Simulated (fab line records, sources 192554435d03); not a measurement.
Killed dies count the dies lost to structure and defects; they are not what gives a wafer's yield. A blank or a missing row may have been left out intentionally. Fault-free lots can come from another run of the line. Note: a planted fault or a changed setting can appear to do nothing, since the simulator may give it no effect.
fab line records	flow n5Finfet
record: lots: 24	wafers: 72	lastDay: 18
route steps=1938 shown BEOL_M11@1550
lots that met no fault: taken from a fault-free run of the same line
startH: the number of hours between the record's first day and the start of the first shown wafer of the lot	waitH: time in hours since the lot's previous step	" as in the row above	L1.1+2: one row covering several wafers at once	- no value, or no start was given	* or withheld: withheld	< > ~ a bound
route shown NAME@n: NAME is a module with steps in the file, n the number in the route of the first one	usual: the fault-free wafers' mean and standard deviation	same: alike in all rows	chamber/n: place in a boat	sites: per-site readings	_std_site: the values' standard deviation	_edge_site: mean of outer sites minus mean of inner sites	radiusMm: how far each site lies from the wafer's centre	mask NAME#n: copy n	behind: tool/chamber where the wafer was last shaped	hold: why the lot went on hold/how many hours it stayed there/how the hold came to an end	device: names the non-switching transistor (n, p or np)	end of line: the route-end tests of the same wafers	for a step that has no rows: nothing shown but its recipe	killed: at the first sort, the dies lost to defects and structure; wafer yield is something else	map: per-die view of a wafer (x killed, . not killed, _ where there is no die)
set.NAME: the setting the step ran with; set.NAME@STEP: the setting that earlier step ran with	model.NAME: the simulator's own value behind a step, which no gauge read
one table for each step of the route and one row for each wafer, over a sample of lots
services: the hour from which a tool's chamber was out of use, counted from the record's first day as startH (under 0 if before that day), plus the number of hours and why
== steps ==
step: N5_BEOL_M11_OVL_MEAS_12
recipe: pointsPerWafer: 44
usual: M11_OVL: 0.7/0.74
lot.wafer	tool	chamber	startH	waitH	M11_OVL[nm]
L074.2	overlay-02	0	241.66	0.0	2.1
L074.3	"	0	"	"	0.6
L074.6	"	0	"	"	1.7
L076.2	overlay-02	0	251.16	0.0	1.1
L076.4	"	0	"	"	-0.2
L076.6	"	0	"	"	0.6
L077.2	overlay-01	0	253.96	0.0	1.8
L077.4	"	0	"	"	2.3
L077.6	"	0	"	"	0.7
L075.3	overlay-01	0	254.06	0.0	1.3
L075.4	"	0	"	"	-0.4
L075.6	"	0	"	"	1.0
L078.3	overlay-02	0	259.14	0.0	1.1
L078.4	"	0	"	"	0.4
L078.5	"	0	"	"	1.5
L079.1	overlay-02	0	269.55	0.0	1.4
L079.3	"	0	"	"	0.6
L079.5	"	0	"	"	0.3
L080.3	overlay-02	0	276.16	0.0	0.6
L080.4	"	0	"	"	0.8
L080.5	"	0	"	"	1.3
L083.1	overlay-01	0	287.42	0.0	0.5
L083.3	"	0	"	"	0.0
L083.6	"	0	"	"	-0.8
L081.2	overlay-01	0	287.46	0.0	1.4
L081.5	"	0	"	"	-0.1
L081.6	"	0	"	"	0.0
L082.2	overlay-02	0	294.28	0.0	1.5
L082.3	"	0	"	"	1.1
L082.6	"	0	"	"	1.1
L084.4	overlay-01	0	297.63	0.0	0.7
L084.5	"	0	"	"	0.3
L084.6	"	0	"	"	0.6
L086.3	overlay-01	0	297.93	0.0	1.5
L086.4	"	0	"	"	0.3
L086.5	"	0	"	"	1.4
L087.3	overlay-02	0	316.09	0.0	-0.6
L087.5	"	0	"	"	0.5
L087.6	"	0	"	"	-0.4
L088.2	overlay-01	0	323.29	0.0	1.7
L088.3	"	0	"	"	1.1
L088.6	"	0	"	"	0.5
L085.4	overlay-02	0	323.33	0.0	0.7
L085.5	"	0	"	"	0.3
L085.6	"	0	"	"	0.3
L089.1	overlay-01	0	323.71	0.0	-0.1
L089.4	"	0	"	"	0.6
L089.6	"	0	"	"	0.8
L090.1	overlay-01	0	327.40	0.0	0.1
L090.3	"	0	"	"	0.3
L090.4	"	0	"	"	0.6
L091.2	overlay-02	0	333.54	0.0	0.6
L091.3	"	0	"	"	0.4
L091.6	"	0	"	"	0.2
L092.3	overlay-01	0	347.19	0.0	-0.5
L092.5	"	0	"	"	0.6
L092.6	"	0	"	"	-0.7
L094.1	overlay-02	0	358.33	0.0	1.8
L094.2	"	0	"	"	1.0
L094.4	"	0	"	"	2.5
L093.1	overlay-01	0	361.84	0.0	1.0
L093.3	"	0	"	"	0.6
L093.5	"	0	"	"	0.7
L097.4	overlay-01	0	364.41	0.0	2.1
L097.5	"	0	"	"	0.9
L097.6	"	0	"	"	2.4
L095.2	overlay-01	0	369.52	0.0	-0.2
L095.4	"	0	"	"	-1.0
L095.6	"	0	"	"	1.0
L096.2	overlay-02	0	382.47	0.0	0.1
L096.3	"	0	"	"	0.1
L096.5	"	0	"	"	1.0
step: N5_BEOL_M11_INSPECT_13
recipe: mode: adi	inspectInstrument: brightfield
usual: rawDefectCount: 394/85
lot.wafer	tool	chamber	startH	waitH	rawDefectCount
L074.2	defectInspect-02	-	241.68	0.0	394
L074.3	"	-	"	"	398
L074.6	"	-	"	"	363
L076.2	defectInspect-01	-	251.18	0.0	448
L076.4	"	-	"	"	362
L076.6	"	-	"	"	337
L077.2	defectInspect-02	-	253.98	0.0	294
L077.4	"	-	"	"	361
L077.6	"	-	"	"	298
L075.3	defectInspect-01	-	254.08	0.0	373
L075.4	"	-	"	"	529
L075.6	"	-	"	"	483
L078.3	defectInspect-01	-	259.17	0.0	349
L078.4	"	-	"	"	405
L078.5	"	-	"	"	428
L079.1	defectInspect-01	-	269.57	0.0	359
L079.3	"	-	"	"	353
L079.5	"	-	"	"	315
L080.3	defectInspect-01	-	276.19	0.0	329
L080.4	"	-	"	"	309
L080.5	"	-	"	"	379
L083.1	defectInspect-02	-	287.45	0.0	355
L083.3	"	-	"	"	407
L083.6	"	-	"	"	463
L081.2	defectInspect-01	-	287.48	0.0	488
L081.5	"	-	"	"	467
L081.6	"	-	"	"	507
L082.2	defectInspect-01	-	294.31	0.0	435
L082.3	"	-	"	"	526
L082.6	"	-	"	"	353
L084.4	defectInspect-01	-	297.66	0.0	425
L084.5	"	-	"	"	460
L084.6	"	-	"	"	279
L086.3	defectInspect-02	-	297.96	0.0	295
L086.4	"	-	"	"	313
L086.5	"	-	"	"	296
L087.3	defectInspect-01	-	316.12	0.0	387
L087.5	"	-	"	"	333
L087.6	"	-	"	"	609
L088.2	defectInspect-01	-	323.32	0.0	425
L088.3	"	-	"	"	393
L088.6	"	-	"	"	456
L085.4	defectInspect-01	-	323.35	0.0	415
L085.5	"	-	"	"	387
L085.6	"	-	"	"	288
L089.1	defectInspect-01	-	323.73	0.0	398
L089.4	"	-	"	"	377
L089.6	"	-	"	"	592
L090.1	defectInspect-01	-	327.43	0.0	563
L090.3	"	-	"	"	526
L090.4	"	-	"	"	498
L091.2	defectInspect-01	-	333.56	0.0	516
L091.3	"	-	"	"	374
L091.6	"	-	"	"	435
L092.3	defectInspect-01	-	347.22	0.0	464
L092.5	"	-	"	"	317
L092.6	"	-	"	"	340
L094.1	defectInspect-02	-	358.36	0.0	332
L094.2	"	-	"	"	326
L094.4	"	-	"	"	244
L093.1	defectInspect-01	-	361.87	0.0	310
L093.3	"	-	"	"	349
L093.5	"	-	"	"	379
L097.4	defectInspect-01	-	364.43	0.0	451
L097.5	"	-	"	"	384
L097.6	"	-	"	"	340
L095.2	defectInspect-02	-	369.54	0.0	399
L095.4	"	-	"	"	322
L095.6	"	-	"	"	389
L096.2	defectInspect-02	-	382.50	0.0	383
L096.3	"	-	"	"	304
L096.5	"	-	"	"	401
step: N5_BEOL_M11_ETCH_66
recipe: chemistry: N2/H2	target: SOC	targetDepthA: 1200	overetchA: 240	maskMaterial: SiARC	tempC: 40	timeS: 180	ionEnergyEv: 200	pressureMtorr: 30	sourceW: 840	biasW: 150	n2FlowSccm: 200	h2FlowSccm: 200
usual: drypumpMotorCurrentA: 5.8/0.35	h2FlowSccm: 200.0/0.54	oesProductAu: 0.64/0.067	rfVppV: 523.5/2.7	showerheadPlenumPTorr: 2.53/0.093	throttleValvePct: 17.84/0.28
lot.wafer	tool	chamber	startH	waitH	drypumpMotorCurrentA	h2FlowSccm	oesProductAu	rfHoursCounterH	rfVppV	showerheadPlenumPTorr	throttleValvePct
L074.2	rieDiel-03	1	244.16	0.0	5.9	200.2	0.58	218	522.8	2.51	17.89
L074.3	"	3	"	"	6.6	200.5	0.64	108	521.2	2.45	17.73
L074.6	"	2	"	"	5.3	200.2	0.73	-	525.2	2.60	17.78
L076.2	rieDiel-04	1	252.98	0.0	5.7	200.5	0.58	189	527.4	2.64	17.96
L076.4	"	0	"	"	5.8	199.8	0.68	53	522.7	2.48	17.39
L076.6	"	0	"	"	5.8	200.5	0.68	-	520.8	2.48	17.39
L075.3	rieDiel-04	3	256.56	0.0	5.7	200.3	0.67	82	527.0	2.68	17.70
L075.4	"	2	"	"	6.1	199.5	0.74	26	524.3	2.60	17.81
L075.6	"	1	"	"	5.7	198.8	0.58	-	526.1	2.64	17.96
L077.2	rieDiel-04	1	257.02	0.0	5.6	200.5	0.58	190	526.1	2.64	17.96
L077.4	"	0	"	"	5.8	200.6	0.68	54	520.0	2.48	17.41
L077.6	"	2	"	"	6.0	199.9	0.73	-	524.5	2.60	17.83
L078.3	rieDiel-06	1	261.66	0.0	5.9	199.6	0.60	169	520.9	2.43	18.11
L078.4	"	3	"	"	6.4	198.8	0.56	227	520.6	2.41	17.59
L078.5	"	2	"	"	5.5	199.3	0.59	-	520.7	2.44	18.17
L079.1	rieDiel-03	3	273.36	0.0	6.6	200.3	0.64	116	520.7	2.44	17.75
L079.3	"	1	"	"	5.9	199.3	0.57	227	524.0	2.50	17.91
L079.5	"	3	"	"	6.6	199.7	0.64	-	522.0	2.44	17.77
L080.3	rieDiel-06	1	281.35	0.0	5.9	198.8	0.59	174	519.6	2.43	18.11
L080.4	"	2	"	"	5.5	200.2	0.59	184	519.4	2.44	18.19
L080.5	"	0	"	"	5.5	199.4	0.55	-	524.8	2.61	18.49
L083.1	rieDiel-04	1	290.37	0.0	5.7	200.0	0.57	200	525.7	2.63	17.98
L083.3	"	3	"	"	5.7	199.3	0.65	93	528.8	2.68	17.74
L083.6	"	1	"	"	5.7	200.0	0.57	-	525.3	2.63	17.96
L081.2	rieDiel-04	3	290.83	0.0	5.7	199.8	0.65	93	528.1	2.68	17.72
L081.5	"	1	"	"	5.7	200.9	0.57	-	526.4	2.63	17.96
L081.6	"	2	"	"	6.0	200.3	0.71	-	525.4	2.59	17.85
L082.2	rieDiel-06	2	295.95	0.0	5.5	199.4	0.59	188	520.8	2.43	18.20
L082.3	"	3	"	"	6.4	200.0	0.55	236	520.8	2.41	17.62
L082.6	"	2	"	"	5.5	199.5	0.59	-	520.9	2.43	18.20
L086.3	rieDiel-04	0	301.17	0.0	5.8	198.9	0.68	67	521.4	2.48	17.44
L086.4	"	2	"	"	6.1	199.6	0.71	39	525.1	2.59	17.85
L086.5	"	1	"	"	5.6	200.0	0.57	-	525.4	2.63	17.98
L084.4	rieDiel-04	1	302.06	0.0	5.6	199.2	0.58	203	526.1	2.63	17.98
L084.5	"	0	"	"	5.8	199.7	0.67	-	522.1	2.48	17.42
L084.6	"	1	"	"	5.6	199.9	0.57	-	525.5	2.63	17.98
L087.3	rieDiel-03	2	317.37	0.0	5.2	199.4	0.69	56	525.6	2.59	17.82
L087.5	"	0	"	"	5.5	200.6	0.72	-	525.9	2.60	17.39
L087.6	"	3	"	"	6.6	199.8	0.63	-	520.4	2.44	17.78
L088.2	rieDiel-04	1	326.06	0.0	5.7	200.1	0.56	210	525.7	2.63	17.99
L088.3	"	0	"	"	5.8	200.2	0.66	75	522.4	2.47	17.44
L088.6	"	3	"	"	5.7	200.2	0.64	-	527.0	2.67	17.75
L089.1	rieDiel-06	3	326.35	0.0	6.4	199.8	0.54	247	520.6	2.41	17.65
L089.4	"	1	"	"	5.9	199.4	0.59	-	520.5	2.43	18.12
L089.6	"	2	"	"	5.5	200.1	0.58	-	522.0	2.43	18.22
L085.4	rieDiel-03	2	326.61	0.0	5.2	200.1	0.69	59	526.0	2.59	17.81
L085.5	"	2	"	"	5.2	199.9	0.70	-	524.8	2.58	17.82
L085.6	"	1	"	"	5.9	198.8	0.56	-	521.3	2.50	17.95
L090.1	rieDiel-06	3	330.54	0.0	6.4	200.2	0.54	248	520.6	2.41	17.64
L090.3	"	2	"	"	5.5	199.9	0.59	200	520.7	2.43	18.22
L090.4	"	1	"	"	5.9	200.6	0.58	-	519.3	2.43	18.12
L091.2	rieDiel-04	0	336.35	0.0	5.8	200.7	0.66	78	522.7	2.47	17.44
L091.3	"	3	"	"	5.7	199.3	0.64	108	527.9	2.67	17.75
L091.6	"	0	"	"	5.7	199.3	0.66	-	523.2	2.47	17.45
L092.3	rieDiel-06	2	350.85	0.0	5.5	199.4	0.58	209	520.4	2.42	18.23
L092.5	"	2	"	"	5.5	200.1	0.58	-	520.3	2.43	18.23
L092.6	"	0	"	"	5.5	199.8	0.76	-	525.0	2.61	18.04
L094.1	rieDiel-06	2	359.55	0.0	5.5	199.3	0.58	213	518.6	2.42	18.23
L094.2	"	1	"	"	5.9	199.9	0.58	204	520.4	2.42	18.16
L094.4	"	1	"	"	5.9	199.7	0.58	-	519.6	2.42	18.15
L093.1	rieDiel-03	2	363.04	0.0	5.3	199.2	0.68	72	523.0	2.58	17.84
L093.3	"	3	"	"	6.6	200.1	0.62	146	522.4	2.43	17.83
L093.5	"	0	"	"	5.5	200.5	0.70	-	525.4	2.59	17.39
L097.4	rieDiel-04	2	373.02	0.0	6.1	200.6	0.70	58	526.5	2.58	17.88
L097.5	"	1	"	"	5.6	199.8	0.56	-	525.2	2.62	18.02
L097.6	"	2	"	"	6.1	200.4	0.69	-	525.4	2.58	17.89
L095.2	rieDiel-06	1	375.02	0.0	5.9	200.6	0.57	211	520.3	2.42	18.18
L095.4	"	2	"	"	5.4	199.8	0.57	220	520.6	2.42	18.27
L095.6	"	1	"	"	5.9	200.1	0.57	-	520.3	2.42	18.17
L096.2	rieDiel-03	2	385.02	0.0	5.2	199.7	0.68	76	524.3	2.58	17.85
L096.3	"	3	"	"	6.6	199.3	0.60	150	521.3	2.43	17.83
L096.5	"	1	"	"	5.9	199.8	0.80	-	522.0	2.49	17.53
step: N5_BEOL_M11_TRENCH_ETCH_37
recipe: chemistry: C4F6/O2	targetDepthA: 1488.3	target: SiCOH_lowk	timeS: 48	ionEnergyEv: 250	pressureMtorr: 30	sourceW: 345	biasW: 185	Ar_flow_sccm: 300	C4F6_flow_sccm: 10	O2_flow_sccm: 10
usual: drypumpMotorCurrentA: 5.8/0.35	mfcArSccm: 300.0/0.95	oesProductAu: 0.79/0.086	rfVppV: 667/6.5	showerheadPlenumPTorr: 2.83/0.098	throttleValvePct: 20.94/0.26
lot.wafer	tool	chamber	startH	waitH	drypumpMotorCurrentA	mfcArSccm	oesProductAu	rfHoursCounterH	rfVppV	showerheadPlenumPTorr	throttleValvePct
L074.2	rieDiel-03	1	-	-	5.9	299.5	0.70	218	672	2.82	20.99
L074.3	"	3	"	"	6.6	298.1	0.79	108	669	2.75	20.95
L074.6	"	2	"	"	5.2	298.9	0.90	-	677	2.90	20.86
L076.2	rieDiel-04	1	-	-	5.6	298.5	0.72	189	663	2.95	21.11
L076.4	"	0	"	"	5.8	300.6	0.85	53	657	2.79	20.57
L076.6	"	0	"	"	5.7	300.2	0.86	-	655	2.79	20.56
L075.3	rieDiel-04	3	-	-	5.7	299.9	0.83	83	664	2.99	20.80
L075.4	"	2	"	"	6.1	299.5	0.91	26	668	2.89	20.81
L075.6	"	1	"	"	5.7	298.7	0.72	-	663	2.95	21.11
L077.2	rieDiel-04	1	-	-	5.6	300.7	0.72	190	664	2.95	21.11
L077.4	"	0	"	"	5.8	301.6	0.85	54	655	2.79	20.56
L077.6	"	2	"	"	6.1	299.6	0.92	-	667	2.89	20.81
L078.3	rieDiel-06	1	-	-	5.9	299.6	0.73	170	671	2.72	21.11
L078.4	"	3	"	"	6.4	299.6	0.69	227	674	2.70	20.70
L078.5	"	2	"	"	5.5	297.4	0.72	-	663	2.74	21.24
L079.1	rieDiel-03	3	-	-	6.6	300.4	0.79	117	666	2.74	20.95
L079.3	"	1	"	"	5.9	299.8	0.70	227	669	2.82	20.99
L079.5	"	3	"	"	6.6	300.7	0.79	-	670	2.74	20.97
L080.3	rieDiel-06	1	-	-	5.9	298.6	0.74	174	670	2.72	21.13
L080.4	"	2	"	"	5.5	300.8	0.72	184	663	2.74	21.25
L080.5	"	0	"	"	5.5	300.4	0.67	-	675	2.93	21.54
L083.1	rieDiel-04	1	-	-	5.7	299.9	0.71	200	665	2.95	21.11
L083.3	"	3	"	"	5.7	301.5	0.81	93	663	2.98	20.81
L083.6	"	1	"	"	5.6	300.9	0.71	-	662	2.95	21.13
L081.2	rieDiel-04	3	-	-	5.7	300.5	0.82	93	663	2.98	20.80
L081.5	"	1	"	"	5.6	300.3	0.70	-	663	2.95	21.12
L081.6	"	2	"	"	6.1	300.7	0.90	-	668	2.89	20.83
L082.2	rieDiel-06	2	-	-	5.5	299.8	0.72	188	664	2.73	21.26
L082.3	"	3	"	"	6.4	299.7	0.68	236	672	2.70	20.70
L082.6	"	2	"	"	5.5	300.4	0.71	-	662	2.73	21.26
L086.3	rieDiel-04	0	-	-	5.8	299.2	0.83	68	655	2.78	20.59
L086.4	"	2	"	"	6.1	300.4	0.89	39	667	2.89	20.82
L086.5	"	1	"	"	5.6	299.1	0.72	-	663	2.94	21.13
L084.4	rieDiel-04	1	-	-	5.7	301.2	0.70	203	662	2.95	21.13
L084.5	"	0	"	"	5.7	299.1	0.83	-	654	2.78	20.57
L084.6	"	1	"	"	5.7	299.6	0.70	-	664	2.94	21.13
L087.3	rieDiel-03	2	-	-	5.3	300.3	0.86	56	679	2.89	20.90
L087.5	"	0	"	"	5.6	301.1	0.90	-	670	2.90	20.48
L087.6	"	3	"	"	6.6	301.3	0.77	-	668	2.74	20.99
L088.2	rieDiel-04	1	-	-	5.6	299.6	0.71	210	664	2.94	21.11
L088.3	"	0	"	"	5.8	299.5	0.83	75	655	2.78	20.59
L088.6	"	3	"	"	5.7	298.2	0.80	-	664	2.98	20.82
L089.1	rieDiel-06	3	-	-	6.4	300.1	0.68	247	672	2.70	20.73
L089.4	"	1	"	"	5.9	300.2	0.72	-	670	2.71	21.12
L089.6	"	2	"	"	5.5	301.7	0.71	-	663	2.73	21.26
L085.4	rieDiel-03	2	-	-	5.2	298.9	0.86	59	678	2.89	20.89
L085.5	"	2	"	"	5.2	299.1	0.85	-	679	2.88	20.90
L085.6	"	1	"	"	5.9	300.4	0.68	-	671	2.81	21.03
L090.1	rieDiel-06	3	-	-	6.4	301.8	0.68	248	671	2.69	20.74
L090.3	"	2	"	"	5.4	300.5	0.71	200	664	2.73	21.28
L090.4	"	1	"	"	5.9	300.5	0.71	-	671	2.71	21.13
L091.2	rieDiel-04	0	-	-	5.8	300.4	0.84	78	656	2.78	20.60
L091.3	"	3	"	"	5.7	298.7	0.80	108	663	2.98	20.82
L091.6	"	0	"	"	5.7	300.6	0.82	-	655	2.78	20.58
L092.3	rieDiel-06	2	-	-	5.4	298.5	0.71	209	664	2.72	21.29
L092.5	"	2	"	"	5.5	299.2	0.70	-	663	2.72	21.29
L092.6	"	0	"	"	5.5	298.5	0.93	-	675	2.92	21.17
L094.1	rieDiel-06	2	-	-	5.5	301.4	0.70	214	664	2.72	21.30
L094.2	"	1	"	"	5.9	300.5	0.71	204	670	2.71	21.16
L094.4	"	1	"	"	5.9	299.6	0.71	-	670	2.71	21.17
L093.1	rieDiel-03	2	-	-	5.3	299.6	0.84	72	677	2.88	20.91
L093.3	"	3	"	"	6.6	299.5	0.76	146	667	2.73	21.01
L093.5	"	0	"	"	5.6	299.0	0.88	-	669	2.89	20.50
L097.4	rieDiel-04	2	-	-	6.1	299.7	0.87	59	668	2.88	20.87
L097.5	"	1	"	"	5.6	301.2	0.69	-	663	2.93	21.16
L097.6	"	2	"	"	6.0	300.0	0.86	-	666	2.88	20.86
L095.2	rieDiel-06	1	-	-	6.0	302.3	0.70	211	669	2.70	21.19
L095.4	"	2	"	"	5.5	298.8	0.70	220	661	2.72	21.29
L095.6	"	1	"	"	6.0	302.2	0.69	-	671	2.71	21.19
L096.2	rieDiel-03	2	-	-	5.3	300.2	0.84	76	677	2.88	20.92
L096.3	"	3	"	"	6.6	301.1	0.76	150	667	2.73	21.01
L096.5	"	1	"	"	5.9	301.4	0.98	-	672	2.81	20.70
step: N5_BEOL_M11_PRE_CLEAN_45
recipe: gas: H2/He	timeS: 30	tempC: 250
usual: heaterPowerW: 325/31
lot.wafer	tool	chamber	startH	waitH	heaterPowerW
L074.2	pvdSputter-01	-	245.39	0.0	352
L074.3	"	-	"	"	282
L074.6	"	-	"	"	316
L076.2	pvdSputter-02	-	254.37	0.0	376
L076.4	"	-	"	"	321
L076.6	"	-	"	"	311
L075.3	pvdSputter-03	-	258.39	0.0	310
L075.4	"	-	"	"	330
L075.6	"	-	"	"	336
L077.2	pvdSputter-03	-	258.47	0.0	338
L077.4	"	-	"	"	314
L077.6	"	-	"	"	360
L078.3	pvdSputter-01	-	262.98	0.0	317
L078.4	"	-	"	"	287
L078.5	"	-	"	"	316
L079.1	pvdSputter-02	-	274.79	0.0	302
L079.3	"	-	"	"	321
L079.5	"	-	"	"	322
L080.3	pvdSputter-01	-	283.47	0.0	280
L080.4	"	-	"	"	282
L080.5	"	-	"	"	289
L083.1	pvdSputter-01	-	291.77	0.0	356
L083.3	"	-	"	"	320
L083.6	"	-	"	"	322
L081.2	pvdSputter-03	-	292.27	0.0	312
L081.5	"	-	"	"	362
L081.6	"	-	"	"	312
L082.2	pvdSputter-01	-	297.25	0.0	283
L082.3	"	-	"	"	347
L082.6	"	-	"	"	279
L086.3	pvdSputter-02	-	302.39	0.0	320
L086.4	"	-	"	"	300
L086.5	"	-	"	"	316
L084.4	pvdSputter-02	-	303.29	0.0	329
L084.5	"	-	"	"	379
L084.6	"	-	"	"	375
L087.3	pvdSputter-03	-	320.86	0.0	320
L087.5	"	-	"	"	336
L087.6	"	-	"	"	365
L088.2	pvdSputter-01	-	327.40	0.0	289
L088.3	"	-	"	"	349
L088.6	"	-	"	"	286
L089.1	pvdSputter-01	-	327.64	0.0	315
L089.4	"	-	"	"	353
L089.6	"	-	"	"	288
L085.4	pvdSputter-01	-	328.22	0.0	318
L085.5	"	-	"	"	272
L085.6	"	-	"	"	314
L090.1	pvdSputter-03	-	332.63	0.0	305
L090.3	"	-	"	"	354
L090.4	"	-	"	"	332
L091.2	pvdSputter-01	-	338.57	0.0	363
L091.3	"	-	"	"	286
L091.6	"	-	"	"	286
L092.3	pvdSputter-02	-	351.91	0.0	315
L092.5	"	-	"	"	392
L092.6	"	-	"	"	317
L094.1	pvdSputter-03	-	361.12	0.0	305
L094.2	"	-	"	"	325
L094.4	"	-	"	"	343
L093.1	pvdSputter-01	-	364.94	0.0	355
L093.3	"	-	"	"	316
L093.5	"	-	"	"	284
L097.4	pvdSputter-03	-	373.98	0.0	309
L097.5	"	-	"	"	327
L097.6	"	-	"	"	309
L095.2	pvdSputter-03	-	376.29	0.0	312
L095.4	"	-	"	"	373
L095.6	"	-	"	"	302
L096.2	pvdSputter-03	-	386.02	0.0	330
L096.3	"	-	"	"	308
L096.5	"	-	"	"	364
step: N5_BEOL_M11_INSPECT_58
recipe: inspectInstrument: darkfield	mode: postDep
usual: rawDefectCount: 73/24
lot.wafer	tool	chamber	startH	waitH	rawDefectCount
L074.2	defectInspect-02	-	247.90	0.0	60
L074.3	"	-	"	"	56
L074.6	"	-	"	"	72
L076.2	defectInspect-01	-	256.40	0.0	82
L076.4	"	-	"	"	53
L076.6	"	-	"	"	73
L075.3	defectInspect-01	-	260.34	0.0	111
L075.4	"	-	"	"	36
L075.6	"	-	"	"	83
L077.2	defectInspect-02	-	260.61	0.0	53
L077.4	"	-	"	"	46
L077.6	"	-	"	"	61
L078.3	defectInspect-02	-	266.34	0.0	60
L078.4	"	-	"	"	67
L078.5	"	-	"	"	66
L079.1	defectInspect-01	-	276.71	0.0	111
L079.3	"	-	"	"	53
L079.5	"	-	"	"	79
L080.3	defectInspect-02	-	285.42	0.0	88
L080.4	"	-	"	"	69
L080.5	"	-	"	"	98
L083.1	defectInspect-02	-	294.10	0.0	95
L083.3	"	-	"	"	35
L083.6	"	-	"	"	65
L081.2	defectInspect-02	-	294.24	0.0	54
L081.5	"	-	"	"	57
L081.6	"	-	"	"	72
L082.2	defectInspect-01	-	299.18	0.0	98
L082.3	"	-	"	"	99
L082.6	"	-	"	"	105
L086.3	defectInspect-02	-	304.07	0.0	102
L086.4	"	-	"	"	42
L086.5	"	-	"	"	66
L084.4	defectInspect-02	-	305.02	0.0	62
L084.5	"	-	"	"	51
L084.6	"	-	"	"	108
L087.3	defectInspect-01	-	323.58	0.0	71
L087.5	"	-	"	"	67
L087.6	"	-	"	"	65
L088.2	defectInspect-01	-	329.17	0.0	96
L088.3	"	-	"	"	68
L088.6	"	-	"	"	63
L089.1	defectInspect-01	-	329.66	0.0	74
L089.4	"	-	"	"	68
L089.6	"	-	"	"	75
L085.4	defectInspect-01	-	330.65	0.0	57
L085.5	"	-	"	"	139
L085.6	"	-	"	"	104
L090.1	defectInspect-01	-	334.43	0.0	100
L090.3	"	-	"	"	116
L090.4	"	-	"	"	79
L091.2	defectInspect-02	-	340.54	0.0	52
L091.3	"	-	"	"	71
L091.6	"	-	"	"	70
L092.3	defectInspect-02	-	353.85	0.0	107
L092.5	"	-	"	"	102
L092.6	"	-	"	"	68
L094.1	defectInspect-01	-	363.32	0.0	109
L094.2	"	-	"	"	112
L094.4	"	-	"	"	183
L093.1	defectInspect-02	-	366.50	0.0	51
L093.3	"	-	"	"	70
L093.5	"	-	"	"	65
L097.4	defectInspect-02	-	375.73	0.0	72
L097.5	"	-	"	"	107
L097.6	"	-	"	"	50
L095.2	defectInspect-02	-	378.16	0.0	61
L095.4	"	-	"	"	46
L095.6	"	-	"	"	97
L096.2	defectInspect-02	-	388.70	0.0	38
L096.3	"	-	"	"	67
L096.5	"	-	"	"	33
== services ==
tool	chamber	startH	hours	kind
rieDiel-03	0	226.00	-	clean
rieDiel-03	0	226.00	-	consumableReplace:focusRing
rieDiel-03	0	226.00	14.0	scheduledDown
rieDiel-03	0	226.00	14.0	ventCycle
rieDiel-03	3	274.63	5.6	repair
rieDiel-06	0	315.95	-	clean
rieDiel-06	0	315.95	-	consumableReplace:focusRing
rieDiel-06	0	315.95	21.4	scheduledDown
rieDiel-06	0	315.95	21.4	ventCycle
rieDiel-06	3	337.30	-	clean
rieDiel-06	3	337.30	-	consumableReplace:focusRing
rieDiel-06	3	337.30	-	consumableReplace:showerhead
rieDiel-06	3	337.30	35.4	scheduledDown
rieDiel-06	3	337.30	35.4	ventCycle
rieDiel-03	1	347.19	-	clean
rieDiel-03	1	347.19	-	consumableReplace:focusRing
rieDiel-03	1	347.19	24.7	scheduledDown
rieDiel-03	1	347.19	24.7	ventCycle
pvdSputter-01	-	365.49	7.0	repair
pvdSputter-02	-	366.55	13.9	repair
rieDiel-04	1	377.88	9.9	repair
== key ==
fault none
